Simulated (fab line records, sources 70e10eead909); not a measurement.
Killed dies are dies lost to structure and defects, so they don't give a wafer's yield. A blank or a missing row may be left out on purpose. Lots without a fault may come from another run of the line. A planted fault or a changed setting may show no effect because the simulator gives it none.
A struck lot beside a sound one | flow nand_harc | 15 steps out of a route of 1302
Sound: wafers L996.1, L996.3, L996.6. Struck: wafer L102.5. (L102.2 of the same lot was not struck and is left out.) The cause comes at the end.
At each step with rows: each side's tool, then ch and its chambers, then its first start. Under that, the readings that differ: sound wafers | struck wafers | difference of the means | sigmas: that difference in standard deviations of wafers without a fault.
alike: readings whose means differ by less than 2 such deviations, and words and numbers that are the same on both sides. not compared: withheld readings, readings that some wafer has no value for, bounds like >300 that may hide the same value, and numbers for which the record gives no deviation and whose values overlap.
The two part at a step that has a row with sigmas, a row that says differs or no value, or rows on one side only. Numbers that don't overlap but have no deviation are shown without sigmas and don't part them. A reading that every wafer of one side lacks parts them only if that side has two wafers or more.

NHARC_A_CHANNEL_HOLE_D2_STRIP_28: strips in O2.
  sound on rie_diel-02 ch 0,2,3; struck on rie_diel-08 ch 0
  alike: drypump_motor_current_A, mfc_ar_sccm, o2_flow_sccm, oes_product_au, rf_vpp_V, showerhead_plenum_p_Torr, throttle_valve_pct
  not compared: rf_hours_counter_h
then, 2 steps without rows for these wafers: NHARC_A_CHANNEL_HOLE_D2_PRECLEAN_29 (cleans in SC1); NHARC_A_CHANNEL_HOLE_D2_SRD_30.
NHARC_A_CHANNEL_HOLE_D2_CD_MEAS_31:
  sound on cd_sem-02, day 15 15:22; struck on cd_sem-01, day 17 21:48
  alike: cd_nm
NHARC_A_CHANNEL_HOLE_D2_XSEM_32:
  sound on xsem-01 ch 0, day 15 15:28; struck on xsem-02 ch 0, day 17 21:53
  reading     | sound       | struck | difference | sigmas
  bow_nm (nm) | 8.5 8.4 8.3 | 9.3    | +0.9       | +3
  alike: bot_cd_nm, tilt_deg
NHARC_A_CHANNEL_HOLE_D2_INSPECT_40:
  sound on defect_inspect-01, day 15 15:34; struck on defect_inspect-02, day 17 21:59
  alike: raw_defect_count
then, 3 steps without rows for these wafers: NHARC_A_CHANNEL_FILL_D2_PRECLEAN_00 (cleans in SC1); NHARC_A_CHANNEL_FILL_D2_SRD_01; NHARC_A_CHANNEL_FILL_D2_ALD_02 (deposits SiO2, target thk 6 nm, pulse time 10 s, ald cycles 60).
NHARC_A_CHANNEL_FILL_D2_ALD_03: deposits SiNx, target thk 6 nm, pulse time 60 s, ald cycles 58.
  sound on ald_sin_batch-01 ch 0; struck on ald_sin_batch-01 ch 0
  alike: precursor_pulse_height_rel
  not compared: ald_cycles
NHARC_A_CHANNEL_FILL_D2_ALD_14: deposits SiO2, target thk 2.5 nm, pulse time 10 s, ald cycles 25.
  sound on ald_hk-04 ch 2,3, day 15 22:50; struck on ald_hk-02 ch 1, day 18 03:31
  alike: heater_power_w, precursor_pulse_height_rel
  not compared: ald_cycles
NHARC_A_CHANNEL_FILL_D2_ALD_15: deposits SiNx, target thk 2 nm, pulse time 60 s, ald cycles 19.
  sound on ald_sin_batch-01 ch 0; struck on ald_sin_batch-02 ch 0
  alike: precursor_pulse_height_rel
  not compared: ald_cycles
NHARC_A_CHANNEL_FILL_D2_ALD_16: deposits SiO2, target thk 1.5 nm, pulse time 10 s, ald cycles 15.
  sound on ald_hk-02 ch 1,3, day 16 04:02; struck on ald_hk-02 ch 0, day 18 08:28
  reading    | sound    | struck | difference | sigmas
  ald_cycles | 15 15 15 | 12     | -3         |
  alike: heater_power_w, precursor_pulse_height_rel
then, 1 step without rows for these wafers: NHARC_A_CHANNEL_FILL_D2_ANNEAL_17 (time 1800 s).
NHARC_END_SORT_01:
  the record has rows for the sound wafers here (prober-01 ch 0, day 26 18:02) and none for the struck ones

WHERE THEY PART
First at NHARC_A_CHANNEL_HOLE_D2_XSEM_32; last, within this record, at NHARC_END_SORT_01.

WHY: what the simulator had put in
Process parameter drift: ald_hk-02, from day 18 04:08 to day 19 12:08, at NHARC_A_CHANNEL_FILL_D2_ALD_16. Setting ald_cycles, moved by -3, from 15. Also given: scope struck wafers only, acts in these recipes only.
